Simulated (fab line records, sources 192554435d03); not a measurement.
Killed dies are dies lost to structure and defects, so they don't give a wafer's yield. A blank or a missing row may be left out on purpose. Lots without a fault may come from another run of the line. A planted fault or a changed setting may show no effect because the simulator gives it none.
fab line records | flow n5_finfet
record lots=23 wafers=69 last_day=17
route steps=1938 shown FIN_SAQP@95 FIN_CUT@173 DUMMY_GATE@242
lots that met no fault: from a run of the same line without faults
start_h: hours from the record's first day to the start of the lot's first wafer shown | wait_h: hours since the lot's step before | " the same as in the row above | L1.1+2: a row that stands for several wafers | - no value, or no start given | * or withheld: withheld | < > ~ a bound
route shown NAME@n: a module of which the file shows steps, and the number in the route of the first | usual: mean/standard deviation of fault-free wafers | same: alike in all rows | chamber/n: place in a boat | sites: the reading at each site | _std_site: their standard deviation | _edge_site: outer sites' mean less inner sites' | radius_mm: how far each site lies from the wafer's centre | mask NAME#n: copy n | behind: the tool/chamber that last shaped the wafer | hold: why the lot was held/for how many hours/how that ended | device: the transistor (n, p or np) that didn't switch | end of line: the same wafers' tests at the end of the route | a step without rows: its recipe alone | killed: dies lost to structure and defects at the first sort, not the wafer's yield | map: a wafer's dies, x killed, . not, _ none there
set.NAME: the setting as run; set.NAME@STEP: as run at that earlier step | model.NAME: the simulator's own value behind a step, which no gauge read
steps of the route over a sample of lots; a table a step, a row a wafer
services: from which hour (start_h, from the record's first day; less than 0 if before it) a tool's chamber was out of use, for how many hours, and why
## steps
# step N5_FIN_SAQP_DENSIFY_62
# recipe temp_c=700 time_s=60 ambient=N2 idle_temp_c=600 ramp_up_c_per_s=150 ramp_down_c_per_s=60 cool_to_c=600
# usual lamp_power_pct=9.85/0.055 lamp_zone_6_pct=9.769/0.011 lamp_zone_7_pct=10.266/0.012 wafer_temp_C_max=703.4/0.63
# same time_s=60
# columns lot.wafer tool chamber start_h wait_h lamp_power_pct lamp_zone_6_pct lamp_zone_7_pct wafer_temp_C_max
L074.3 rtp_anneal-02 0 21.32 0.2 9.78 9.760 10.274 704.3
L074.4 " 0 " " 9.94 9.760 10.269 703.5
L074.5 " 0 " " 9.76 9.756 10.252 703.3
L075.1 rtp_anneal-01 0 27.61 0.2 9.80 9.769 10.277 703.5
L075.2 " 0 " " 9.89 9.776 10.266 704.5
L075.3 " 0 " " 9.91 9.752 10.277 702.9
L076.2 rtp_anneal-01 0 33.75 0.3 9.89 9.758 10.278 703.6
L076.3 " 0 " " 9.85 9.772 10.236 702.5
L076.6 " 0 " " 9.89 9.768 10.278 703.3
L077.1 rtp_anneal-01 0 39.46 0.1 9.84 9.764 10.269 703.6
L077.3 " 0 " " 9.82 9.753 10.248 702.9
L077.6 " 0 " " 9.87 9.776 10.281 703.7
L078.1 rtp_anneal-02 0 45.73 0.2 9.89 9.769 10.254 703.0
L078.5 " 0 " " 9.82 9.780 10.294 703.4
L078.6 " 0 " " 9.97 9.770 10.243 703.6
L079.3 rtp_anneal-01 0 52.05 0.2 9.88 9.778 10.268 703.8
L079.4 " 0 " " 9.85 9.775 10.257 703.3
L079.5 " 0 " " 9.85 9.777 10.264 703.1
L080.2 rtp_anneal-01 0 57.51 0.2 9.77 9.778 10.273 705.1
L080.4 " 0 " " 9.96 9.777 10.290 703.3
L080.6 " 0 " " 9.81 9.774 10.268 703.6
L081.2 rtp_anneal-02 0 63.31 0.1 9.84 9.761 10.265 703.1
L081.3 " 0 " " 9.79 9.787 10.264 703.9
L081.4 " 0 " " 9.85 9.773 10.262 704.9
L082.2 rtp_anneal-01 0 69.88 0.3 10.00 9.752 10.260 704.5
L082.3 " 0 " " 9.89 9.761 10.277 704.0
L082.6 " 0 " " 9.90 9.780 10.273 705.0
L083.1 rtp_anneal-02 0 74.60 0.1 9.85 9.770 10.267 703.2
L083.4 " 0 " " 9.85 9.751 10.272 704.7
L083.5 " 0 " " 9.87 9.779 10.262 702.9
L084.1 rtp_anneal-02 0 82.77 0.1 9.88 9.768 10.267 702.4
L084.3 " 0 " " 9.84 9.764 10.279 705.3
L084.6 " 0 " " 9.83 9.786 10.264 703.7
L085.2 rtp_anneal-01 0 87.38 0.1 9.76 9.781 10.272 703.3
L085.3 " 0 " " 9.95 9.776 10.264 702.5
L085.6 " 0 " " 9.84 9.754 10.261 703.5
L086.1 rtp_anneal-01 0 93.15 0.1 9.82 9.776 10.273 703.4
L086.3 " 0 " " 9.88 9.769 10.260 702.7
L086.4 " 0 " " 9.79 9.781 10.281 703.4
L087.1 rtp_anneal-02 0 102.23 0.2 9.82 9.755 10.269 703.9
L087.2 " 0 " " 9.95 9.776 10.258 703.5
L087.3 " 0 " " 9.91 9.773 10.269 703.2
L088.1 rtp_anneal-01 0 106.13 0.1 9.82 9.780 10.275 703.0
L088.4 " 0 " " 9.90 9.779 10.286 703.6
L088.5 " 0 " " 9.79 9.767 10.272 703.4
L089.2 rtp_anneal-01 0 111.23 0.1 9.82 9.790 10.272 703.9
L089.5 " 0 " " 9.85 9.756 10.258 703.7
L089.6 " 0 " " 9.86 9.761 10.263 702.8
L090.2 rtp_anneal-01 0 117.88 0.1 9.88 9.749 10.252 703.6
L090.3 " 0 " " 9.79 9.798 10.259 703.9
L090.5 " 0 " " 9.83 9.761 10.280 703.0
L091.1 rtp_anneal-02 0 123.39 0.2 9.93 9.776 10.254 703.3
L091.3 " 0 " " 9.87 9.778 10.274 703.9
L091.5 " 0 " " 9.74 9.776 10.277 703.5
L092.2 rtp_anneal-02 0 128.57 0.1 9.94 9.765 10.253 704.0
L092.4 " 0 " " 9.84 9.755 10.277 703.8
L092.5 " 0 " " 9.90 9.763 10.265 703.0
L093.3 rtp_anneal-01 0 134.87 0.2 9.94 9.767 10.272 703.3
L093.5 " 0 " " 9.85 9.776 10.270 702.8
L093.6 " 0 " " 9.87 9.757 10.267 702.4
L094.2 rtp_anneal-02 0 140.73 0.3 9.97 9.770 10.254 703.3
L094.4 " 0 " " 9.93 9.786 10.273 702.9
L094.6 " 0 " " 9.80 9.754 10.259 702.5
L095.1 rtp_anneal-01 0 147.77 0.1 9.78 9.764 10.258 703.2
L095.2 " 0 " " 9.85 9.778 10.270 702.9
L095.4 " 0 " " 9.89 9.781 10.252 703.4
L096.1 rtp_anneal-02 0 152.72 0.1 9.87 9.763 10.256 703.1
L096.5 " 0 " " 9.81 9.757 10.285 703.2
L096.6 " 0 " " 9.91 9.747 10.280 702.2
# step N5_FIN_SAQP_ETCH_52
# recipe chemistry=N2/H2 target=SOC target_depth_a=1000 overetch_a=200 mask_material=SiARC temp_c=40 time_s=150 ion_energy_ev=200 pressure_mtorr=30 source_w=840 bias_w=150 n2_flow_sccm=200 h2_flow_sccm=200 ends=end_point
# usual drypump_motor_current_A=5.57/0.29 h2_flow_sccm=200.0/0.62 oes_product_au=0.71/0.077 rf_vpp_V=523.4/2.2 showerhead_plenum_p_Torr=2.52/0.072 throttle_valve_pct=17.9/0.3
# columns lot.wafer tool chamber start_h wait_h drypump_motor_current_A h2_flow_sccm oes_product_au rf_hours_counter_h rf_vpp_V showerhead_plenum_p_Torr throttle_valve_pct
L074.3 rie_diel-06 1 22.38 0.0 5.43 199.3 0.63 235 525.9 2.62 18.0
L074.4 " 3 " " 5.94 200.1 0.67 156 518.8 2.43 17.8
L074.5 " 1 " " 5.44 199.1 0.63 - 527.2 2.62 18.0
L075.1 rie_diel-02 2 28.81 0.0 5.70 198.9 0.68 156 524.9 2.53 18.0
L075.2 " 0 " " 5.72 198.6 0.69 161 520.6 2.47 18.3
L075.3 " 1 " " 5.18 201.1 0.73 77 520.7 2.48 18.2
L076.2 rie_diel-02 2 34.90 0.0 5.73 200.0 0.67 158 522.3 2.53 18.0
L076.3 " 1 " " 5.22 200.0 0.72 79 521.1 2.47 18.2
L076.6 " 1 " " 5.23 200.1 0.72 - 521.6 2.47 18.2
L077.1 rie_diel-03 3 40.53 0.0 5.88 200.7 0.70 116 524.2 2.55 17.7
L077.3 " 0 " " 5.09 201.3 0.65 189 526.0 2.64 17.7
L077.6 " 0 " " 5.09 200.9 0.65 - 524.4 2.64 17.7
L078.1 rie_diel-02 2 46.93 0.0 5.70 199.8 0.67 161 524.0 2.53 18.0
L078.5 " 0 " " 5.69 200.0 0.69 - 520.8 2.47 18.3
L078.6 " 3 " " 5.74 200.0 0.64 - 524.7 2.54 18.3
L079.3 rie_diel-03 0 53.30 0.0 5.09 200.1 0.64 194 527.2 2.64 17.7
L079.4 " 3 " " 5.90 200.3 0.69 121 523.9 2.55 17.7
L079.5 " 2 " " 5.73 200.7 0.89 - 525.4 2.58 17.4
L080.2 rie_diel-06 3 59.19 0.0 5.93 200.0 0.65 172 520.6 2.42 17.9
L080.4 " 3 " " 5.92 201.5 0.66 - 521.8 2.42 17.9
L080.6 " 2 " " 5.54 199.5 0.82 - 525.3 2.61 17.9
L081.2 rie_diel-02 2 64.41 0.0 5.69 199.2 0.66 168 523.8 2.53 18.1
L081.3 " 1 " " 5.21 200.2 0.71 88 520.9 2.47 18.2
L081.4 " 3 " " 5.73 200.0 0.63 229 524.0 2.54 18.3
L082.2 rie_diel-03 3 71.03 0.0 5.96 199.7 0.70 126 524.2 2.55 17.7
L082.3 " 2 " " 5.69 199.3 0.87 8 528.1 2.58 17.4
L082.6 " 1 " " 5.22 201.3 0.76 - 520.5 2.44 17.4
L083.1 rie_diel-02 0 75.96 0.0 5.71 199.5 0.68 174 521.7 2.47 18.3
L083.4 " 2 " " 5.67 200.5 0.66 173 523.5 2.53 18.1
L083.5 " 1 " " 5.21 199.1 0.71 - 520.5 2.47 18.2
L084.1 rie_diel-02 1 84.14 0.0 5.19 199.6 0.70 95 520.9 2.47 18.2
L084.3 " 0 " " 5.70 199.6 0.68 176 520.2 2.46 18.3
L084.6 " 0 " " 5.71 200.1 0.67 - 521.7 2.46 18.3
L085.2 rie_diel-06 3 88.60 0.0 5.92 199.6 0.65 186 520.2 2.42 17.9
L085.3 " 2 " " 5.55 200.1 0.80 42 524.4 2.61 17.9
L085.6 " 3 " " 5.93 200.4 0.65 - 520.4 2.42 17.9
L086.1 rie_diel-06 2 94.33 0.0 5.57 199.7 0.79 45 525.0 2.60 18.0
L086.3 " 1 " " 5.42 200.9 0.86 5 525.3 2.61 17.6
L086.4 " 2 " " 5.54 200.2 0.79 - 526.3 2.60 18.0
L087.1 rie_diel-06 2 103.51 0.0 5.56 199.0 0.79 50 524.3 2.60 18.0
L087.2 " 1 " " 5.42 200.0 0.85 10 523.6 2.61 17.6
L087.3 " 3 " " 5.94 201.3 0.64 193 521.2 2.41 17.9
L088.1 rie_diel-03 2 107.52 0.0 5.73 200.1 0.83 20 523.5 2.58 17.4
L088.4 " 0 " " 5.11 199.8 0.63 212 527.6 2.63 17.7
L088.5 " 1 " " 5.23 198.9 0.74 - 521.2 2.43 17.4
L089.2 rie_diel-03 1 112.56 0.0 5.22 201.2 0.74 89 521.7 2.43 17.4
L089.5 " 3 " " 5.94 199.9 0.68 - 524.3 2.54 17.7
L089.6 " 0 " " 5.10 199.5 0.63 - 526.5 2.63 17.7
L090.2 rie_diel-02 1 118.91 0.0 5.21 200.3 0.69 105 523.0 2.46 18.2
L090.3 " 0 " " 5.71 199.7 0.67 190 520.2 2.46 18.3
L090.5 " 1 " " 5.22 200.2 0.70 - 521.7 2.46 18.2
L091.1 rie_diel-06 2 124.53 0.0 5.54 199.3 0.78 58 526.1 2.60 18.0
L091.3 " 3 " " 5.94 201.0 0.64 201 519.8 2.41 17.9
L091.5 " 2 " " 5.56 198.5 0.77 - 523.4 2.60 18.0
L092.2 rie_diel-06 1 129.86 0.0 5.41 199.8 0.82 19 526.7 2.60 17.6
L092.4 " 0 " " 6.08 200.7 0.82 19 522.3 2.48 17.4
L092.5 " 1 " " 5.41 200.1 0.83 - 526.1 2.60 17.6
L093.3 rie_diel-03 3 136.14 0.0 5.96 200.1 0.68 149 523.6 2.54 17.7
L093.5 " 3 " " 5.91 199.9 0.67 - 523.4 2.54 17.7
L093.6 " 0 " " 5.10 199.6 0.62 - 525.7 2.63 17.7
L094.2 rie_diel-03 1 141.76 0.0 5.22 199.9 0.73 100 522.3 2.43 17.5
L094.4 " 2 " " 5.72 200.8 0.82 32 526.4 2.57 17.4
L094.6 " 0 " " 5.11 199.8 0.62 - 526.5 2.63 17.8
L095.1 rie_diel-03 0 149.00 0.0 5.08 199.5 0.62 227 526.9 2.63 17.7
L095.2 " 2 " " 5.71 199.7 0.81 34 525.4 2.57 17.4
L095.4 " 1 " " 5.25 199.9 0.73 102 521.2 2.43 17.5
L096.1 rie_diel-02 1 154.20 0.0 5.25 200.8 0.68 123 520.5 2.46 18.3
L096.5 " 1 " " 5.23 200.1 0.68 - 521.2 2.46 18.3
L096.6 " 2 " " 5.74 200.2 0.64 - 522.4 2.51 18.1
# step N5_FIN_SAQP_OCD_MEAS_76
# usual trench_depth_nm=120.0/2.4
# columns lot.wafer tool chamber start_h wait_h trench_depth_nm
L074.3 ocd-02 - 26.55 0.0 116.7
L074.4 " - " " 115.9
L074.5 " - " " 124.4
L075.1 ocd-01 - 32.92 0.0 119.0
L075.2 " - " " 119.7
L075.3 " - " " 117.4
L076.2 ocd-02 - 38.97 0.0 119.1
L076.3 " - " " 120.1
L076.6 " - " " 115.1
L077.1 ocd-02 - 45.77 0.0 119.9
L077.3 " - " " 120.0
L077.6 " - " " 120.4
L078.1 ocd-02 - 50.95 0.0 125.2
L078.5 " - " " 116.7
L078.6 " - " " 120.7
L079.3 ocd-01 - 58.23 0.0 119.5
L079.4 " - " " 117.8
L079.5 " - " " 118.2
L080.2 ocd-01 - 63.62 0.0 121.5
L080.4 " - " " 117.6
L080.6 " - " " 120.4
L081.2 ocd-02 - 69.37 0.0 117.5
L081.3 " - " " 121.4
L081.4 " - " " 119.2
L082.2 ocd-02 - 75.33 0.0 122.9
L082.3 " - " " 119.0
L082.6 " - " " 118.7
L083.1 ocd-02 - 80.01 0.0 121.4
L083.4 " - " " 119.4
L083.5 " - " " 119.4
L084.1 ocd-02 - 89.56 0.0 119.5
L084.3 " - " " 117.4
L084.6 " - " " 122.0
L085.2 ocd-01 - 94.21 0.0 118.0
L085.3 " - " " 123.9
L085.6 " - " " 123.8
L086.1 ocd-01 - 102.04 0.0 118.8
L086.3 " - " " 123.1
L086.4 " - " " 119.2
L087.1 ocd-01 - 109.43 0.0 119.6
L087.2 " - " " 120.1
L087.3 " - " " 122.1
L088.1 ocd-02 - 112.75 0.0 121.0
L088.4 " - " " 118.5
L088.5 " - " " 118.8
L089.2 ocd-01 - 116.89 0.0 125.4
L089.5 " - " " 125.9
L089.6 " - " " 121.2
L090.2 ocd-01 - 123.21 0.0 120.3
L090.3 " - " " 119.1
L090.5 " - " " 121.0
L091.1 ocd-01 - 128.97 0.0 118.7
L091.3 " - " " 117.3
L091.5 " - " " 117.3
L092.2 ocd-01 - 134.54 0.0 117.1
L092.4 " - " " 123.9
L092.5 " - " " 123.5
L093.3 ocd-01 - 141.04 0.0 116.6
L093.5 " - " " 119.7
L093.6 " - " " 117.1
L094.2 ocd-01 - 146.28 0.0 118.3
L094.4 " - " " 123.5
L094.6 " - " " 120.7
L095.1 ocd-02 - 153.55 0.0 121.3
L095.2 " - " " 118.0
L095.4 " - " " 124.5
L096.1 ocd-01 - 158.56 0.0 124.7
L096.5 " - " " 124.6
L096.6 " - " " 120.1
# step N5_FIN_CUT_CUT_ETCH_26
# recipe chemistry=CH3F/O2 target=SiNx target_depth_a=390 mask_material=SOC time_s=55.7 pressure_mtorr=30 source_w=395 bias_w=73 Ar_flow_sccm=150 CH3F_flow_sccm=30 O2_flow_sccm=20 ion_energy_ev=120
# usual CH3F_flow_sccm=30.00/0.084 drypump_motor_current_A=5.6/0.36 oes_f_703_au=0.78/0.083 oes_product_au=0.79/0.095 rf_vpp_V=297/6.1 showerhead_plenum_p_Torr=2.05/0.046 throttle_valve_pct=16.30/0.2
# same time_s=55.7
# columns lot.wafer tool chamber start_h wait_h CH3F_flow_sccm drypump_motor_current_A oes_f_703_au oes_product_au rf_hours_counter_h rf_vpp_V showerhead_plenum_p_Torr throttle_valve_pct
L074.3 rie_diel-04 1 27.57 0.0 29.94 5.0 0.80 0.80 113 303 2.07 15.96
L074.4 " 3 " " 30.06 6.1 0.84 0.87 69 310 2.05 15.96
L074.5 " 1 " " 30.13 4.9 0.79 0.79 - 302 2.07 15.93
L075.1 rie_diel-04 3 33.81 0.0 29.91 6.1 0.85 0.88 70 308 2.05 15.98
L075.2 " 2 " " 30.01 6.0 0.71 0.71 211 293 2.05 16.62
L075.3 " 1 " " 30.05 5.0 0.79 0.80 115 303 2.07 15.95
L076.2 rie_diel-01 0 39.87 0.0 29.83 5.7 0.74 0.72 194 292 1.99 16.44
L076.3 " 1 " " 30.20 5.7 0.86 0.91 14 301 2.12 16.19
L076.6 " 3 " " 29.91 6.2 0.75 0.69 - 288 1.99 16.37
L077.1 rie_diel-04 1 46.81 0.0 30.00 5.0 0.79 0.79 120 303 2.07 15.95
L077.3 " 0 " " 30.01 5.4 0.76 0.77 127 294 2.09 16.31
L077.6 " 2 " " 30.11 6.0 0.71 0.71 - 293 2.05 16.64
L078.1 rie_diel-05 1 52.31 0.0 29.98 5.6 0.94 0.97 2 293 2.07 16.19
L078.5 " 3 " " 29.99 5.8 0.69 0.73 - 294 2.09 16.26
L078.6 " 1 " " 30.11 5.6 0.94 0.97 - 291 2.07 16.18
L079.3 rie_diel-05 2 59.22 0.0 29.80 5.7 0.64 0.67 240 308 2.04 16.42
L079.4 " 1 " " 30.19 5.6 0.92 0.96 4 291 2.07 16.18
L079.5 " 0 " " 29.93 5.0 0.77 0.75 - 295 2.09 16.29
L080.2 rie_diel-01 1 64.72 0.0 30.04 5.7 0.84 0.91 22 303 2.12 16.19
L080.4 " 2 " " 30.04 5.8 0.98 0.97 5 298 1.98 16.43
L080.6 " 3 " " 29.94 6.2 0.73 0.69 - 287 1.99 16.39
L081.2 rie_diel-04 1 70.26 0.0 30.07 4.9 0.78 0.78 128 302 2.06 15.98
L081.3 " 0 " " 29.87 5.4 0.75 0.77 135 295 2.08 16.32
L081.4 " 3 " " 29.96 6.1 0.83 0.86 78 310 2.04 15.99
L082.2 rie_diel-04 0 76.35 0.0 30.03 5.4 0.76 0.78 136 296 2.08 16.33
L082.3 " 2 " " 30.03 6.0 0.70 0.70 225 291 2.05 16.66
L082.6 " 1 " " 29.98 4.9 0.78 0.80 - 302 2.06 15.97
L083.1 rie_diel-01 1 80.91 0.0 29.99 5.7 0.83 0.89 27 302 2.12 16.20
L083.4 " 0 " " 29.98 5.7 0.73 0.70 - 291 1.98 16.49
L083.5 " 1 " " 29.98 5.7 0.83 0.88 - 301 2.12 16.20
L084.1 rie_diel-05 1 90.58 0.0 29.94 5.6 0.89 0.93 13 293 2.07 16.20
L084.3 " 3 " " 29.83 5.8 0.69 0.71 229 294 2.08 16.26
L084.6 " 1 " " 29.96 5.6 0.89 0.92 - 292 2.07 16.20
L085.2 rie_diel-01 2 95.10 0.0 30.02 5.8 0.95 0.93 12 297 1.97 16.42
L085.3 " 3 " " 29.88 6.2 0.72 0.68 236 288 1.99 16.41
L085.6 " 3 " " 29.94 6.2 0.72 0.67 - 288 1.99 16.41
L086.1 rie_diel-04 3 103.06 0.0 30.05 6.1 0.82 0.84 88 310 2.04 15.99
L086.3 " 1 " " 29.98 5.0 0.77 0.77 139 302 2.06 16.00
L086.4 " 2 " " 30.07 6.0 0.69 0.68 234 291 2.04 16.69
L087.1 rie_diel-05 1 110.45 0.0 30.12 5.6 0.88 0.91 19 292 2.06 16.22
L087.2 " 3 " " 30.00 5.8 0.68 0.72 235 293 2.08 16.28
L087.3 " 0 " " 30.03 5.0 0.76 0.75 190 292 2.08 16.31
L088.1 rie_diel-05 1 113.65 0.0 30.07 5.6 0.86 0.91 21 293 2.06 16.21
L088.4 " 0 " " 30.03 5.0 0.76 0.73 - 293 2.08 16.31
L088.5 " 1 " " 30.04 5.6 0.87 0.90 - 293 2.06 16.21
L089.2 rie_diel-01 1 117.91 0.0 29.85 5.7 0.82 0.87 38 301 2.11 16.25
L089.5 " 1 " " 30.02 5.7 0.82 0.87 - 302 2.11 16.22
L089.6 " 0 " " 29.93 5.6 0.73 0.70 - 291 1.98 16.50
L090.2 rie_diel-05 2 124.40 0.0 30.02 5.6 0.91 0.96 4 308 2.04 15.95
L090.3 " 3 " " 29.94 5.8 0.68 0.70 242 294 2.08 16.28
L090.5 " 3 " " 29.92 5.8 0.68 0.70 - 293 2.08 16.28
L091.1 rie_diel-01 1 129.86 0.0 29.93 5.7 0.81 0.87 43 301 2.11 16.23
L091.3 " 0 " " 29.95 5.6 0.73 0.70 223 291 1.98 16.51
L091.5 " 1 " " 29.89 5.7 0.81 0.87 - 303 2.11 16.23
L092.2 rie_diel-04 2 135.43 0.0 30.05 6.0 0.69 0.69 244 291 2.04 16.70
L092.4 " 3 " " 29.90 6.1 0.82 0.84 98 310 2.04 16.03
L092.5 " 1 " " 29.96 4.9 0.77 0.77 - 303 2.06 16.02
L093.3 rie_diel-05 3 142.07 0.0 30.05 5.8 0.67 0.70 247 293 2.08 16.31
L093.5 " 3 " " 30.08 5.8 0.67 0.70 - 293 2.08 16.30
L093.6 " 2 " " 29.96 5.7 0.89 0.95 - 307 2.03 15.97
L094.2 rie_diel-01 2 147.49 0.0 29.97 5.8 0.92 0.91 28 299 1.97 16.46
L094.4 " 0 " " 29.97 5.6 0.72 0.69 - 291 1.97 16.51
L094.6 " 1 " " 29.98 5.7 0.80 0.86 - 303 2.11 16.25
L095.1 rie_diel-05 1 154.57 0.0 30.03 5.6 0.85 0.87 35 292 2.06 16.26
L095.2 " 2 " " 30.04 5.7 0.87 0.94 14 307 2.03 16.00
L095.4 " 2 " " 30.15 5.7 0.88 0.94 - 307 2.03 15.98
L096.1 rie_diel-01 0 159.57 0.0 30.01 5.6 0.71 0.68 234 291 1.97 16.52
L096.5 " 2 " " 30.13 5.8 0.91 0.90 - 296 1.97 16.48
L096.6 " 1 " " 29.82 5.7 0.79 0.85 - 301 2.11 16.27
# step N5_DUMMY_GATE_CD_MEAS_50
# recipe target_cd_nm=14
# usual cd_nm=14.1/0.49
# columns lot.wafer tool chamber start_h wait_h cd_nm
L074.3 cd_sem-02 - 46.05 0.0 14.2
L074.4 " - " " 13.9
L074.5 " - " " 15.0
L075.1 cd_sem-01 - 53.56 0.0 14.6
L075.2 " - " " 14.8
L075.3 " - " " 14.1
L076.2 cd_sem-02 - 59.93 0.0 13.5
L076.3 " - " " 14.5
L076.6 " - " " 14.5
L077.1 cd_sem-01 - 66.32 0.0 14.1
L077.3 " - " " 14.4
L077.6 " - " " 14.4
L078.1 cd_sem-01 - 70.56 0.0 14.3
L078.5 " - " " 14.1
L078.6 " - " " 13.8
L079.3 cd_sem-01 - 78.65 0.1 14.2
L079.4 " - " " 15.0
L079.5 " - " " 14.3
L080.2 cd_sem-02 - 83.52 0.0 13.9
L080.4 " - " " 14.0
L080.6 " - " " 14.1
L081.2 cd_sem-03 - 89.24 0.0 13.8
L081.3 " - " " 14.6
L081.4 " - " " 14.5
L082.2 cd_sem-01 - 95.42 0.0 14.1
L082.3 " - " " 13.9
L082.6 " - " " 15.2
L083.1 cd_sem-02 - 101.89 0.0 14.7
L083.4 " - " " 13.9
L083.5 " - " " 13.9
L084.1 cd_sem-01 - 111.43 0.0 13.1
L084.3 " - " " 14.2
L084.6 " - " " 15.1
L085.2 cd_sem-02 - 114.44 0.0 14.6
L085.3 " - " " 14.5
L085.6 " - " " 14.4
L086.1 cd_sem-03 - 121.65 0.0 14.0
L086.3 " - " " 14.7
L086.4 " - " " 13.6
L087.1 cd_sem-01 - 129.36 0.0 13.2
L087.2 " - " " 15.1
L087.3 " - " " 14.6
L088.1 cd_sem-03 - 132.79 0.0 14.1
L088.4 " - " " 13.9
L088.5 " - " " 14.9
L089.2 cd_sem-01 - 137.86 0.1 14.1
L089.5 " - " " 14.0
L089.6 " - " " 14.4
L090.2 cd_sem-02 - 143.21 0.0 13.8
L090.3 " - " " 13.3
L090.5 " - " " 14.1
L091.1 cd_sem-03 - 149.13 0.0 14.6
L091.3 " - " " 13.9
L091.5 " - " " 13.6
L092.2 cd_sem-01 - 155.59 0.0 13.9
L092.4 " - " " 13.7
L092.5 " - " " 14.7
L093.3 cd_sem-01 - 160.45 0.0 14.3
L093.5 " - " " 14.1
L093.6 " - " " 13.8
L094.2 cd_sem-03 - 166.14 0.0 14.7
L094.4 " - " " 14.3
L094.6 " - " " 14.1
L095.1 cd_sem-01 - 173.51 0.0 14.0
L095.2 " - " " 13.5
L095.4 " - " " 14.0
L096.1 cd_sem-03 - 177.85 0.0 13.9
L096.5 " - " " 14.4
L096.6 " - " " 13.4
# step N5_DUMMY_GATE_ETCH_32
# recipe chemistry=CF4 target=SiO2 target_depth_a=35 time_s=3.9 ion_energy_ev=350 pressure_mtorr=10 icp_w=800 bias_w=400 cf4_flow_sccm=80
# usual drypump_motor_current_A=5.72/0.28 oes_product_au=1.007/0.021 throttle_valve_pct=21.73/0.28
# same time_s=3.9
# columns lot.wafer tool chamber start_h wait_h drypump_motor_current_A oes_product_au rf_hours_counter_h throttle_valve_pct
L074.3 rie_si-06 0 46.36 0.1 5.85 0.989 0 21.40
L074.4 " 1 " " 6.12 0.990 35 22.13
L074.5 " 1 " " 6.15 0.993 - 22.15
L075.1 rie_si-05 2 53.85 0.1 5.42 0.997 18 21.79
L075.2 " 0 " " 5.64 1.022 2 21.59
L075.3 " 1 " " 5.94 0.977 135 21.56
L076.2 rie_si-01 0 60.30 0.1 5.23 1.058 8 21.79
L076.3 " 2 " " 5.70 0.969 11 21.69
L076.6 " 1 " " 5.93 1.029 - 21.25
L077.1 rie_si-01 0 66.61 0.1 5.22 1.046 8 21.80
L077.3 " 2 " " 5.66 0.972 11 21.70
L077.6 " 1 " " 5.90 1.024 - 21.25
L078.1 rie_si-01 2 70.87 0.1 5.71 0.974 12 21.71
L078.5 " 2 " " 5.71 0.962 - 21.71
L078.6 " 1 " " 5.95 1.017 - 21.24
L079.3 rie_si-05 1 78.96 0.1 5.97 0.987 135 21.56
L079.4 " 2 " " 5.42 0.997 18 21.80
L079.5 " 1 " " 5.97 0.986 - 21.56
L080.2 rie_si-06 1 83.87 0.1 6.15 0.985 35 22.13
L080.4 " 2 " " 5.71 1.030 76 22.00
L080.6 " 1 " " 6.15 0.994 - 22.11
L081.2 rie_si-06 3 89.53 0.1 5.45 1.014 25 21.50
L081.3 " 2 " " 5.77 1.018 76 21.99
L081.4 " 1 " " 6.11 0.987 35 22.14
L082.2 rie_si-06 2 95.71 0.1 5.75 1.027 76 21.99
L082.3 " 3 " " 5.47 1.008 25 21.49
L082.6 " 0 " " 5.85 0.990 - 21.40
L083.1 rie_si-01 3 102.19 0.1 5.91 1.022 179 21.99
L083.4 " 1 " " 5.94 1.019 172 21.24
L083.5 " 3 " " 5.94 1.024 - 22.01
L084.1 rie_si-05 0 111.73 0.1 5.65 1.027 3 21.57
L084.3 " 1 " " 5.95 0.993 136 21.55
L084.6 " 3 " " 5.05 0.995 - 22.04
L085.2 rie_si-06 3 114.73 0.1 5.48 1.015 25 21.49
L085.3 " 0 " " 5.86 0.991 1 21.40
L085.6 " 2 " " 5.72 1.020 - 21.99
L086.1 rie_si-05 3 122.11 0.1 5.05 0.990 105 22.04
L086.3 " 0 " " 5.67 1.044 3 21.59
L086.4 " 2 " " 5.45 0.993 19 21.80
L087.1 rie_si-06 1 129.65 0.1 6.15 0.998 36 22.15
L087.2 " 0 " " 5.91 0.980 2 21.38
L087.3 " 2 " " 5.74 1.020 77 21.99
L088.1 rie_si-05 1 133.09 0.1 6.01 1.004 136 21.58
L088.4 " 2 " " 5.44 0.999 - 21.80
L088.5 " 0 " " 5.67 1.031 - 21.59
L089.2 rie_si-06 3 138.15 0.1 5.46 1.026 26 21.51
L089.5 " 0 " " 5.90 0.978 - 21.40
L089.6 " 3 " " 5.47 1.017 - 21.48
L090.2 rie_si-01 1 143.50 0.1 5.89 1.008 173 21.24
L090.3 " 3 " " 5.92 1.028 180 21.99
L090.5 " 2 " " 5.71 0.978 - 21.70
L091.1 rie_si-01 0 149.63 0.1 5.25 1.049 9 21.79
L091.3 " 1 " " 5.90 1.013 173 21.24
L091.5 " 0 " " 5.23 1.043 - 21.79
L092.2 rie_si-01 0 155.89 0.1 5.21 1.058 10 21.79
L092.4 " 1 " " 5.89 1.010 173 21.25
L092.5 " 3 " " 5.89 1.025 - 22.00
L093.3 rie_si-06 2 160.74 0.1 5.76 1.021 77 22.00
L093.5 " 2 " " 5.76 1.020 - 21.99
L093.6 " 1 " " 6.13 0.995 - 22.13
L094.2 rie_si-06 3 166.43 0.1 5.47 1.026 26 21.50
L094.4 " 2 " " 5.74 1.024 77 21.98
L094.6 " 2 " " 5.77 1.023 - 21.99
L095.1 rie_si-06 2 173.80 0.1 5.74 1.019 77 22.00
L095.2 " 3 " " 5.45 1.008 26 21.50
L095.4 " 0 " " 5.88 0.989 2 21.40
L096.1 rie_si-06 2 178.29 0.1 5.74 1.025 77 22.00
L096.5 " 2 " " 5.77 1.022 - 22.00
L096.6 " 0 " " 5.87 0.986 - 21.41
## services
# columns tool chamber start_h hours kind
rie_si-06 0 -1.15 4.6 repair
rie_diel-03 2 1.38 1.5 repair
rie_si-06 3 2.43 22.8 repair
rie_diel-02 - 13.59 0.5 repair
rie_diel-06 2 33.31 9.9 repair
rie_diel-05 - 42.56 2.8 pm
rie_diel-04 3 44.36 6.6 repair
rie_diel-05 0 48.06 8.5 repair
rie_si-01 3 50.64 5.8 repair
rie_diel-04 3 51.82 4.5 repair
rie_diel-03 - 61.54 5.7 repair
rie_diel-02 0 68.45 6.2 repair
rie_diel-01 2 78.79 3.0 repair
rie_diel-02 - 91.15 2.8 pm
rie_diel-06 0 91.22 16.7 repair
rie_diel-01 - 100.88 0.9 repair
rie_si-06 - 108.52 0.1 repair
rie_diel-02 1 112.26 2.7 repair
rie_si-06 1 114.25 13.2 repair
rie_diel-04 0 135.51 2.6 repair
rie_diel-04 2 137.67 9.0 repair
rie_diel-06 3 143.16 8.3 repair
rie_diel-05 3 154.00 3.5 repair
rie_si-06 3 175.58 8.2 repair
## key
fault none
